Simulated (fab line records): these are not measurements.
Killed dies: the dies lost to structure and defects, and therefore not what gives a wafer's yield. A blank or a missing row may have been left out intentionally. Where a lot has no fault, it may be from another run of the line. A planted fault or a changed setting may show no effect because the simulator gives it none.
A struck lot beside a sound one	flow n5Finfet	23 steps out of a route of 1938
Sound: these wafers, L396.2, L396.4, L396.6. Struck: wafer L411.2; the same lot's L411.6 was not struck, so it is left out; see the end for the cause.
At each step with rows: each side's tool, then ch and its chambers, then its first start. Under that, the readings that differ: sound wafers	struck wafers	difference of the means	sigmas: that difference in standard deviations of wafers without a fault.
alike: readings whose means differ by less than 2 such deviations, and words and numbers that are the same on both sides. not compared: withheld readings, readings that some wafer has no value for, bounds like >300 that may hide the same value, and numbers for which the record gives no deviation and whose values overlap.
The two part at a step that has a row with sigmas, a row that says differs or no value, or rows on one side only. When numbers do not overlap yet have no deviation, they are printed without sigmas and do not part them. Lack of a reading on every wafer of one side parts them only where that side has two or more wafers.

first, 11 steps without rows for these wafers: N5_BEOL_M7_ETCH_62 (etches SOC in N2/H2, target depth 110 nm, overetch 22 nm, time 165 s); N5_BEOL_M7_STRIP_68 (strips in N2/H2); N5_BEOL_M7_STRIP_67 (strips in CF4); N5_BEOL_M7_HM_OPEN_17 (chemistry Cl2/BCl3, target TiN, target depth 20 nm, overetch 6 nm); N5_BEOL_M7_STRIP_19 (strips in O2); N5_BEOL_M7_COAT_63 (time 60 s, resist thk 60 nm); N5_BEOL_M7_COAT_64 (time 60 s, resist thk 12 nm); N5_BEOL_M7_COAT_71 (time 60 s, resist thk 5 nm); N5_BEOL_M7_COAT_22 (resist thk 30 nm); N5_BEOL_M7_EBR_24; N5_BEOL_M7_SOFTBAKE_23 (time 60 s).
N5_BEOL_M7_EXPOSE_25: exposes mask V6, target cd 40 nm.
  sound on euvScanner-01 ch 0, day 9 16:56; struck on euvScanner-01 ch 0, day 13 14:13
  alike: mask, stageMsdNm
then, 2 steps without rows for these wafers: N5_BEOL_M7_PEB_26 (peb time 60 s); N5_BEOL_M7_DEVELOP_27 (develop time 30 s).
N5_BEOL_M7_CD_MEAS_28 targets a cd of 40 nm.
  sound on cdSem-01 ch 0, day 9 17:04; struck on cdSem-01 ch 0, day 13 14:21
reading	sound	struck	difference	sigmas
cdNm (nm)	39.66 39.96 39.41	38.65	-1.03	-4
N5_BEOL_M7_DESCUM_33: chemistry O2, time 7 s.
  sound on rieDiel-03 ch 1,2,3, day 9 17:11; struck on rieDiel-03 ch 2, day 13 14:28
reading	sound	struck	difference	sigmas
model.BEOL_M7.cdNm (nm)	39.8 39.8 39.6	38.8	-0.9	
  alike: drypumpMotorCurrentA, oesProductAu, rfVppV, showerheadPlenumPTorr, throttleValvePct
  not compared: rfHoursCounterH
then, 5 steps without rows for these wafers: N5_BEOL_M7_ETCH_72 (etches underlayer in N2/H2, target depth 6.5 nm, time 5.2 s); N5_BEOL_M7_ETCH_65 (etches SiARC in CF4, target depth 15.6 nm, time 26 s); N5_BEOL_M7_ETCH_66 (etches SOC in N2/H2, target depth 80 nm, overetch 16 nm, time 120 s); N5_BEOL_M7_STRIP_69 (strips in N2/H2); N5_BEOL_M7_STRIP_73 (strips in N2/H2).
N5_BEOL_M7_VIA_ETCH_34: etches SiCOH lowk in C4F6/O2, target depth 125.5 nm, time 50.5 s.
  sound on rieDiel-03 ch 1,2,3, day 9 17:22; struck on rieDiel-03 ch 2, day 13 14:39
reading	sound	struck	difference	sigmas
model.BEOL_M7.cdNm (nm)	40 39.8 39.4	39	-1	
  alike: drypumpMotorCurrentA, oesProductAu, rfVppV, showerheadPlenumPTorr, throttleValvePct
  not compared: rfHoursCounterH
then, 1 step without rows for these wafers: N5_BEOL_M7_STRIP_76 (strips in C4F6/O2).

## WHERE THEY PART
At N5_BEOL_M7_CD_MEAS_28 and nowhere else, as far as this record goes. Later steps at which nothing parts them and some readings are alike: N5_BEOL_M7_DESCUM_33, N5_BEOL_M7_VIA_ETCH_34.

WHY: what had been put in by the simulator
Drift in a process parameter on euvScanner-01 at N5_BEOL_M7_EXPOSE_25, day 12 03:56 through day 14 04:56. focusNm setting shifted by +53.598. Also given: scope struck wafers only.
